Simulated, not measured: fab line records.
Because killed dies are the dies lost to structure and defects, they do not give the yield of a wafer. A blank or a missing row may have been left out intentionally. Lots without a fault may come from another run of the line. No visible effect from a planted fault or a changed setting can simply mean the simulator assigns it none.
Problem report in the 8D (eight disciplines) form, filled by code ; flow n5_finfet ; the parts of the form that need people (team, actions taken, sign-off) are left out

== 1. PROBLEM STATEMENT ==
Mean of exposure_dose_mJ_cm2 at N5_BEOL_M6_EXPOSE_25: 45.54 across 6 wafers in 2 lots; on wafers with no fault it is 44.90 (standard deviation 0.048). That puts it +13 standard deviations away from the usual mean.
The step: exposes mask V5, target cd 40 nm.
Seen first at day 10 14:39 on euv_scanner-01, wafer L137.1. The record has a number at this step for 32 wafers belonging to 11 lots. By rule, "out" or "out of limits" means more than 4 standard deviations away from the usual mean. All remaining wafers that have a number are taken as sound.

== 2. WHAT IT IS, AND WHAT IT ISN'T ==
question;is;is not
which readings at this step;exposure_dose_mJ_cm2;-
which lots;L137, L138;L130, L132, L134, L135, L143, L145, L146, L147, L150
which wafers of those lots;all that have a number;-
read on which tools;euv_scanner-01;euv_scanner-02
when;from day 10 14:39;"up to then (12 sound wafers); but 14 sound wafers of L143, L145, L146, L147, L150 came after"

== 3. SUSPECTS, AND WHAT RULES EACH OUT ==
Counting: a tool at a process step up to the reading stays a suspect if it ran every lot that is out and no sound lot after the first of them.
- rie_diel-02 at N5_BEOL_M6_STRIP_19 (strips in O2): ruled out as a lasting fault. The sound lots L145, L146, L150 went through it after L137, its earliest lot that is out (day 10 14:17).
- euv_scanner-01 at N5_BEOL_M6_EXPOSE_25 (exposes mask V5, target cd 40 nm): kept. It ran every lot that is out, first L137 (day 10 14:39), and no sound lot after that; its last sound lot up to then is L135 (day 10 05:39). On those wafers its own readings are out: exposure_dose_mJ_cm2.
Remaining after the count: euv_scanner-01 at N5_BEOL_M6_EXPOSE_25.

== 4. THE CAUSE (what the simulator had put in) ==
Drift in process parameters on euv_scanner-01 at N5_BEOL_M6_EXPOSE_25, starting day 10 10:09. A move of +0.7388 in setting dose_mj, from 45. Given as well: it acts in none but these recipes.
Only this tool survived the counting.

== 5. THE CHAIN OF EFFECTS, in route order ==
Each row: a reading where the mean over the struck wafers with a number is more than 3 standard deviations away from the usual. Readings are gone through only where the record gives a usual standard deviation; hours: the median, over the lots, of the time from a lot's start at the first step in this table giving one to that lot's start at this step; sigmas: the change measured in usual standard deviations.
hours;step;reading;usual;on struck wafers;change;sigmas
0;N5_BEOL_M6_EXPOSE_25;exposure_dose_mJ_cm2;44.90;45.54;+0.64;+13
Here are the process steps it includes:
- N5_BEOL_M6_EXPOSE_25: exposes mask V5, target cd 40 nm.

== 6. WHAT WOULD HAVE CAUGHT IT SOONER ==
First out-of-limits reading in this record: day 10 14:39, which is 4 hours after fault onset at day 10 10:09.
